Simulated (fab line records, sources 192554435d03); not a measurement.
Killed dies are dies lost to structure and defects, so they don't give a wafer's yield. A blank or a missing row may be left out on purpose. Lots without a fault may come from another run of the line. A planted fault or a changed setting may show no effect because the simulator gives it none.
fab line records | flow n5_finfet
record lots=8 wafers=24 last_day=18
route steps=1938 shown FIN_CUT@167 STI_FIN_REVEAL@184 BEOL_M4@1111 PASSIVATION@1936
lots that met no fault: from a run of the same line without faults
start_h: hours from the record's first day to the start of the lot's first wafer shown | wait_h: hours since the lot's step before | " the same as in the row above | L1.1+2: a row that stands for several wafers | - no value, or no start given | * or withheld: withheld | < > ~ a bound
route shown NAME@n: a module of which the file shows steps, and the number in the route of the first | usual: mean/standard deviation of fault-free wafers | same: alike in all rows | chamber/n: place in a boat | sites: the reading at each site | _std_site: their standard deviation | _edge_site: outer sites' mean less inner sites' | radius_mm: how far each site lies from the wafer's centre | mask NAME#n: copy n | behind: the tool/chamber that last shaped the wafer | hold: why the lot was held/for how many hours/how that ended | device: the transistor (n, p or np) that didn't switch | end of line: the same wafers' tests at the end of the route | a step without rows: its recipe alone | killed: dies lost to structure and defects at the first sort, not the wafer's yield | map: a wafer's dies, x killed, . not, _ none there
set.NAME: the setting as run; set.NAME@STEP: as run at that earlier step | model.NAME: the simulator's own value behind a step, which no gauge read
steps of the route over a sample of lots; a table a step, a row a wafer
services: from which hour (start_h, from the record's first day; less than 0 if before it) a tool's chamber was out of use, for how many hours, and why
## steps
# step N5_FIN_CUT_ETCH_30
# recipe chemistry=N2/H2 target=underlayer target_depth_a=130 mask_material=CAR-EUV time_s=10.4 ion_energy_ev=200 pressure_mtorr=30 source_w=840 bias_w=150 n2_flow_sccm=200 h2_flow_sccm=200 ends=cleared
# usual drypump_motor_current_A=5.8/0.54 etch_rf_on_time_s=10.41/0.18 oes_product_au=0.63/0.036 rf_vpp_V=523.3/1.9 showerhead_plenum_p_Torr=2.52/0.061 throttle_valve_pct=17.99/0.19
# columns lot.wafer tool chamber start_h wait_h drypump_motor_current_A etch_rf_on_time_s oes_product_au rf_hours_counter_h rf_vpp_V showerhead_plenum_p_Torr throttle_valve_pct
L684.1 rie_diel-05 3 31.11 0.0 5.6 10.73 0.64 155 524.7 2.54 18.24
L684.4 " 1 " " 6.7 10.19 0.64 160 522.2 2.54 17.99
L684.5 " 2 " " 5.5 10.48 0.62 - 523.5 2.52 17.88
L685.3 rie_diel-04 1 33.90 0.0 6.6 10.35 0.69 116 520.2 2.45 18.01
L685.5 " 0 " " 6.1 10.40 0.65 - 525.0 2.54 17.80
L685.6 " 1 " " 6.6 10.33 0.69 - 521.7 2.46 17.99
L688.1 rie_diel-04 3 52.95 0.0 5.7 10.16 0.62 205 521.7 2.41 18.13
L688.4 " 2 " " 5.5 10.17 0.68 131 527.2 2.66 17.80
L688.5 " 3 " " 5.7 10.19 0.62 - 520.4 2.41 18.11
L690.1 rie_diel-02 0 66.50 0.0 6.0 10.73 0.62 180 522.1 2.53 18.28
L690.2 " 3 " " 4.7 10.45 0.65 153 525.1 2.55 18.05
L690.5 " 2 " " 5.5 10.38 0.67 - 526.0 2.57 17.58
L701.1 rie_diel-05 1 129.95 0.0 6.7 10.06 0.62 192 525.1 2.52 18.06
L701.4 " 3 " " 5.6 10.73 0.62 186 523.6 2.52 18.28
L701.5 " 0 " " 5.4 10.42 0.60 - 522.2 2.52 17.98
L703.1 rie_diel-04 0 142.04 0.0 6.1 10.37 0.63 169 522.8 2.53 17.85
L703.4 " 3 " " 5.7 10.35 0.60 228 520.4 2.40 18.16
L703.6 " 2 " " 5.5 10.38 0.66 - 526.5 2.65 17.83
L706.1 rie_diel-05 3 160.13 0.0 5.6 10.82 0.60 194 525.2 2.52 18.31
L706.3 " 2 " " 5.5 10.55 0.59 236 521.5 2.51 17.94
L706.5 " 0 " " 5.4 10.41 0.60 - 522.5 2.52 17.97
L707.2 rie_diel-02 2 164.63 0.0 5.6 10.32 0.65 132 523.1 2.56 17.63
L707.4 " 1 " " 5.9 10.36 0.84 2 527.4 2.73 17.46
L707.6 " 2 " " 5.6 10.45 0.65 - 525.4 2.56 17.65
# step N5_FIN_CUT_ETCH_20
# recipe chemistry=CF4 target=SiARC target_depth_a=260 mask_material=CAR-EUV time_s=43.3 ion_energy_ev=80 pressure_mtorr=40 source_w=545 bias_w=36 Ar_flow_sccm=100 cf4_flow_sccm=100 ends=cleared
# usual drypump_motor_current_A=5.8/0.53 etch_rf_on_time_s=43.3/0.7 mfc_ar_sccm=99.99/0.3 oes_product_au=0.63/0.036 rf_vpp_V=184.0/0.97 showerhead_plenum_p_Torr=2.13/0.048 throttle_valve_pct=15.77/0.19
# columns lot.wafer tool chamber start_h wait_h drypump_motor_current_A etch_rf_on_time_s mfc_ar_sccm oes_product_au rf_hours_counter_h rf_vpp_V showerhead_plenum_p_Torr throttle_valve_pct
L684.1 rie_diel-05 3 31.13 0.0 5.6 44.0 100.46 0.63 155 184.5 2.14 16.02
L684.4 " 1 " " 6.7 42.3 99.91 0.63 160 182.6 2.14 15.82
L684.5 " 2 " " 5.5 43.8 100.02 0.62 - 183.8 2.12 15.57
L685.3 rie_diel-04 1 33.92 0.0 6.6 43.1 99.75 0.69 116 183.6 2.07 15.67
L685.5 " 0 " " 6.1 43.8 99.94 0.64 - 182.9 2.15 15.70
L685.6 " 1 " " 6.6 43.0 100.04 0.69 - 182.8 2.07 15.67
L688.1 rie_diel-04 3 52.97 0.0 5.7 42.8 99.93 0.61 205 182.1 2.04 15.96
L688.4 " 2 " " 5.5 42.6 99.80 0.68 131 185.4 2.24 15.63
L688.5 " 3 " " 5.6 42.7 99.74 0.62 - 183.5 2.04 15.96
L690.1 rie_diel-02 0 66.52 0.0 6.0 44.3 100.34 0.62 180 183.7 2.13 15.94
L690.2 " 3 " " 4.7 43.7 100.11 0.65 153 184.5 2.15 15.78
L690.5 " 2 " " 5.6 43.7 100.05 0.67 - 183.9 2.16 15.36
L701.1 rie_diel-05 1 129.96 0.0 6.7 43.0 100.14 0.62 192 185.4 2.13 15.87
L701.4 " 3 " " 5.6 44.9 100.65 0.62 186 184.8 2.12 16.08
L701.5 " 0 " " 5.4 43.7 99.71 0.59 - 185.1 2.12 15.76
L703.1 rie_diel-04 0 142.06 0.0 6.1 42.9 99.25 0.63 169 183.9 2.14 15.77
L703.4 " 3 " " 5.7 42.9 100.50 0.60 228 182.8 2.03 16.01
L703.6 " 2 " " 5.5 42.8 99.82 0.66 - 184.5 2.23 15.69
L706.1 rie_diel-05 3 160.15 0.0 5.6 44.8 100.36 0.61 194 184.3 2.12 16.10
L706.3 " 2 " " 5.5 43.9 99.91 0.60 236 182.5 2.11 15.63
L706.5 " 0 " " 5.4 43.2 99.96 0.60 - 185.2 2.12 15.79
L707.2 rie_diel-02 2 164.65 0.0 5.6 43.4 100.57 0.65 132 185.3 2.15 15.41
L707.4 " 1 " " 5.9 42.9 99.57 0.85 2 183.9 2.29 15.23
L707.6 " 2 " " 5.6 43.2 100.39 0.65 - 185.0 2.15 15.40
# step N5_FIN_CUT_CUT_ETCH_28
# recipe chemistry=HBr/Cl2/O2 target=Si target_depth_a=60 mask_material=SOC time_s=2.4 ion_energy_ev=* bias_w=* pressure_mtorr=10 icp_w=800 HBr_flow_sccm=150 Cl2_flow_sccm=80 O2_flow_sccm=12
# usual HBr_flow_sccm=150.0/0.42 drypump_motor_current_A=5.7/0.38 oes_product_au=0.994/0.012 throttle_valve_pct=37.16/0.27
# columns lot.wafer tool chamber start_h wait_h HBr_flow_sccm drypump_motor_current_A oes_product_au rf_hours_counter_h throttle_valve_pct
L684.1 rie_si-04 0 32.74 0.0 149.9 5.6 0.991 135 37.03
L684.4 " 3 " " 149.9 6.5 1.003 - 36.94
L684.5 " 1 " " 150.0 5.6 1.008 - 37.29
L685.3 rie_si-04 3 34.55 0.0 149.7 6.5 0.992 109 36.94
L685.5 " 0 " " 150.1 5.6 0.982 - 37.04
L685.6 " 1 " " 150.5 5.5 1.003 - 37.30
L688.1 rie_si-04 2 53.60 0.0 149.9 5.7 0.979 53 37.26
L688.4 " 1 " " 149.9 5.5 1.007 142 37.30
L688.5 " 1 " " 149.3 5.5 1.010 - 37.30
L690.1 rie_si-06 0 67.15 0.0 150.1 5.4 0.979 141 36.81
L690.2 " 1 " " 149.7 6.0 0.985 138 36.93
L690.5 " 1 " " 148.9 6.0 0.986 - 36.95
L701.1 rie_si-04 2 130.60 0.0 150.3 5.7 0.974 55 37.26
L701.4 " 1 " " 149.7 5.6 1.003 143 37.31
L701.5 " 0 " " 150.2 5.6 0.989 - 37.04
L703.1 rie_si-03 2 142.69 0.0 150.6 6.1 0.993 183 37.26
L703.4 " 1 " " 149.7 6.1 1.009 26 37.58
L703.6 " 0 " " 149.8 6.0 1.009 - 37.18
L706.1 rie_si-06 0 161.06 0.0 150.3 5.5 0.983 143 36.81
L706.3 " 2 " " 149.4 5.2 0.987 153 37.42
L706.5 " 3 " " 150.8 5.5 1.001 - 37.44
L707.2 rie_si-06 0 165.28 0.0 149.3 5.5 0.976 143 36.81
L707.4 " 1 " " 149.8 6.0 0.992 140 36.94
L707.6 " 0 " " 150.0 5.4 0.973 - 36.81
# step N5_FIN_CUT_INSPECT_17
# recipe inspect_instrument=brightfield mode=aei
# usual raw_defect_count=239/64
# columns lot.wafer tool chamber start_h wait_h raw_defect_count
L684.1 defect_inspect-02 - 32.97 0.0 241
L684.4 " - " " 190
L684.5 " - " " 233
L685.3 defect_inspect-02 - 34.78 0.0 183
L685.5 " - " " 164
L685.6 " - " " 206
L688.1 defect_inspect-02 - 53.83 0.0 171
L688.4 " - " " 145
L688.5 " - " " 220
L690.1 defect_inspect-01 - 67.53 0.0 253
L690.2 " - " " 279
L690.5 " - " " 371
L701.1 defect_inspect-02 - 131.02 0.0 262
L701.4 " - " " 339
L701.5 " - " " 327
L703.1 defect_inspect-02 - 142.92 0.0 241
L703.4 " - " " 716
L703.6 " - " " 353
L706.1 defect_inspect-02 - 161.41 0.0 265
L706.3 " - " " 216
L706.5 " - " " 215
L707.2 defect_inspect-02 - 165.54 0.0 170
L707.4 " - " " 167
L707.6 " - " " 261
# step N5_STI_FIN_REVEAL_ALD_14
# recipe material=Si3N4 target_thk_a=30 temp_c=400 ald_precursor_family=SiH2I2 ald_co_reactant=N2/H2-plasma pressure_torr=2
# usual heater_power_w=833/92
# columns lot.wafer tool chamber start_h wait_h heater_power_w
L684.1 ald_sin-04 2 33.05 0.0 754
L684.4 " 3 " " 782
L684.5 " 0 " " 894
L685.3 ald_sin-04 1 34.86 0.0 879
L685.5 " 3 " " 772
L685.6 " 2 " " 799
L688.1 ald_sin-02 3 53.92 0.0 642
L688.4 " 1 " " 769
L688.5 " 2 " " 858
L690.1 ald_sin-02 2 67.62 0.0 857
L690.2 " 0 " " 1047
L690.5 " 0 " " 1044
L701.1 ald_sin-02 0 131.11 0.0 1000
L701.4 " 1 " " 791
L701.5 " 3 " " 664
L703.1 ald_sin-02 0 143.01 0.0 1001
L703.4 " 3 " " 651
L703.6 " 3 " " 668
L706.1 ald_sin-01 2 161.69 0.0 785
L706.3 " 3 " " 833
L706.5 " 0 " " 849
L707.2 ald_sin-01 0 165.87 0.0 832
L707.4 " 2 " " 793
L707.6 " 0 " " 830
# step N5_BEOL_M4_RC_MEAS_101
# usual DIBL_N=36.3/1.2 DIBL_P=36.3/1.4 IOFF_N=0.157/0.02 IOFF_P=0.22/0.033 ION_N=675/9.6 ION_P=465/8.2 SS_N=71.4/0.45 SS_P=73.3/0.54 VT_N=249.8/2.5 VT_P=-249/3.2
# columns lot.wafer tool chamber start_h wait_h DIBL_N[mV/V] DIBL_P[mV/V] IOFF_N[nA/um] IOFF_P[nA/um] ION_N[uA/um] ION_P[uA/um] SS_N[mV/dec] SS_P[mV/dec] VT_N[mV] VT_P[mV]
L684.1 prober-01 0 170.35 0.0 37.2 38.5 0.169 0.23 681 466 71.4 72.8 246.2 -249
L684.4 " 0 " " 36.6 37.3 0.150 0.21 676 467 71.6 72.7 249.8 -251
L684.5 " 0 " " 35.3 36.4 0.137 0.20 661 457 71.5 73.0 251.9 -252
L685.3 prober-02 0 203.36 0.3 36.7 37.4 0.161 0.24 684 475 72.0 73.4 247.5 -247
L685.5 " 0 " " 37.9 38.7 0.190 0.26 687 467 71.9 74.0 248.9 -249
L685.6 " 0 " " 36.8 37.3 0.162 0.23 678 468 71.4 74.3 249.6 -249
L688.1 prober-01 0 209.08 0.0 36.7 36.7 0.185 0.25 695 475 72.2 73.9 247.5 -249
L688.4 " 0 " " 36.6 36.2 0.163 0.23 679 466 71.9 72.6 250.2 -249
L688.5 " 0 " " 36.4 36.4 0.179 0.25 695 477 71.0 72.6 246.5 -246
L690.1 prober-01 0 234.87 0.0 36.2 35.5 0.137 0.18 668 456 71.4 73.1 252.1 -252
L690.2 " 0 " " 37.5 37.2 0.155 0.21 684 468 71.9 73.3 253.2 -252
L690.5 " 0 " " 36.2 35.9 0.140 0.18 673 459 71.1 72.8 251.5 -253
L701.1 prober-02 0 299.64 0.0 35.0 35.0 0.143 0.25 674 464 72.2 73.6 251.8 -248
L701.4 " 0 " " 35.3 35.0 0.149 0.23 677 472 71.7 73.6 252.1 -247
L701.5 " 0 " " 34.5 33.3 0.137 0.21 687 473 71.4 73.2 250.9 -248
L703.1 prober-02 0 300.57 0.2 35.0 35.5 0.126 0.18 653 459 70.5 72.8 254.0 -251
L703.4 " 0 " " 35.4 36.4 0.127 0.19 661 460 71.3 73.2 254.7 -251
L703.6 " 0 " " 34.6 35.6 0.115 0.18 658 459 70.8 73.1 254.7 -252
L706.1 prober-01 0 307.20 0.0 35.7 36.1 0.147 0.25 673 469 71.2 73.3 249.2 -246
L706.3 " 0 " " 37.4 37.9 0.182 0.28 675 473 71.5 74.0 246.1 -245
L706.5 " 0 " " 36.5 36.6 0.170 0.26 667 464 71.8 73.9 247.4 -246
L707.2 prober-02 0 331.82 0.2 38.2 39.2 0.187 0.29 688 471 71.6 74.1 249.0 -242
L707.4 " 0 " " 34.8 34.9 0.119 0.20 665 470 70.4 72.6 251.8 -248
L707.6 " 0 " " 39.5 40.7 0.208 0.34 685 478 71.7 74.1 247.2 -243
# step N5_PASSIVATION_PROBE_49
# usual defect_limited_yield=91.1/1.4 killed_at_M0_to_M3=33/10 killed_at_M4_up=15/5.8 killed_at_contacts=13/5.9 killed_at_front_end=39/11 killed_at_other=4/3.6 killed_dies=105/16 killed_open=68/11 killed_short=34/7.8 sort_bin_5_function=5.2/0.88 sort_bin_6_memory=3.3/0.61 sort_n_pass=1075/16 sort_yield_pct=91.1/1.4
# same gross_dies=1180 killed_at_back_side=0 sort_bin_4_leakage[%]=0 sort_bin_8_speed[%]=0
# columns lot.wafer tool chamber start_h wait_h defect_limited_yield[%] killed_at_M0_to_M3 killed_at_M4_up killed_at_contacts killed_at_front_end killed_at_other killed_dies killed_open killed_short sort_bin_5_function[%] sort_bin_6_memory[%] sort_n_pass sort_yield_pct[%]
L703.1 prober-02 - 408.41 0.0 89.5 44 11 18 49 2 124 80 44 6.8 3.2 1056 89.5
L703.4 prober-02 - 408.56 0.2 83.7 41 9 10 131 1 192 66 37 9.7 4.0 988 83.7
L703.6 prober-02 - 408.66 0.3 89.6 44 8 7 58 6 123 79 44 6.2 3.6 1057 89.6
# killed by level:class
L703.1 FIN_SAQP:geometric_particle:open=23 BEOL_M3:geometric_particle:open=12 MOL_CONTACT_COAG:geometric_particle:open=11 BEOL_M0_SAQP:geometric_particle:open=8 MOL_CONTACT_COAG:geometric_particle:short=7 BEOL_M2:geometric_particle:open=7 BEOL_M0_SAQP:geometric_particle:short=7 STI_FIN_REVEAL:geometric_particle:open=6
L703.4 FIN_CUT:unspecified=89 FIN_SAQP:geometric_particle:open=11 BEOL_M3:geometric_particle:open=11 FIN_SAQP:geometric_particle:short=10 BEOL_M1:geometric_particle:open=10 GATE_CUT:geometric_particle:short=7 BEOL_M0_SAQP:geometric_particle:short=7 MOL_CONTACT_COAG:geometric_particle:open=6
L703.6 FIN_SAQP:geometric_particle:open=17 FIN_SAQP:geometric_particle:short=14 BEOL_M0_SAQP:geometric_particle:short=10 BEOL_M3:geometric_particle:open=9 BEOL_M0_SAQP:geometric_particle:open=8 BEOL_M1:geometric_particle:open=8 DUMMY_GATE:geometric_particle:open=7 STI_FIN_REVEAL:geometric_particle:open=6
## services
# columns tool chamber start_h hours kind
rie_diel-02 0 11.41 4.6 repair
ald_sin-04 - 14.48 4.3 pm
ald_sin-01 - 16.84 1.0 repair
rie_si-04 - 20.58 0.8 repair
ald_sin-04 - 23.27 0.2 repair
ald_sin-01 3 23.75 1.8 repair
rie_diel-02 - 27.28 15.6 pm
rie_si-04 2 29.78 5.5 repair
rie_si-06 - 40.69 0.7 repair
ald_sin-01 - 52.18 6.0 pm
ald_sin-02 2 66.15 - calibration
ald_sin-04 3 85.24 15.2 repair
ald_sin-02 - 85.25 14.0 pm
ald_sin-02 0 85.25 14.0 vent_cycle
ald_sin-02 1 85.25 14.0 vent_cycle
ald_sin-02 2 85.25 14.0 vent_cycle
ald_sin-02 3 85.25 14.0 vent_cycle
rie_diel-02 3 86.41 11.3 repair
ald_sin-01 3 89.03 4.4 repair
rie_diel-04 3 97.35 10.8 repair
rie_diel-04 - 100.48 4.0 repair
rie_diel-02 - 139.51 0.9 repair
rie_si-04 3 148.11 34.1 repair
rie_si-03 2 158.56 4.0 repair
## key
first_sign step=N5_FIN_CUT_INSPECT_17 reading=raw_defect_count direction=up sigmas=7.4 usual=239 struck=716
effect step=N5_PASSIVATION_PROBE_49 reading=killed_at_front_end direction=up sigmas=8.4 usual=39 struck=131
more_kills_born_at N5_FIN_CUT_ETCH_30@rie_diel-04=89
met_at N5_FIN_CUT_ETCH_30
struck_lots L703
struck_wafers L703.4
not_acting_at N5_FIN_CUT_ETCH_20,N5_FIN_CUT_CUT_ETCH_28,N5_STI_FIN_REVEAL_ALD_14
onset_between 52.95 142.04
fault kind=chamber_particle_source tool=rie_diel-04 chamber=3 onset_h=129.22 steps=N5_FIN_CUT_ETCH_30 rate_per_visit_cm2=0.74497 end_h=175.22
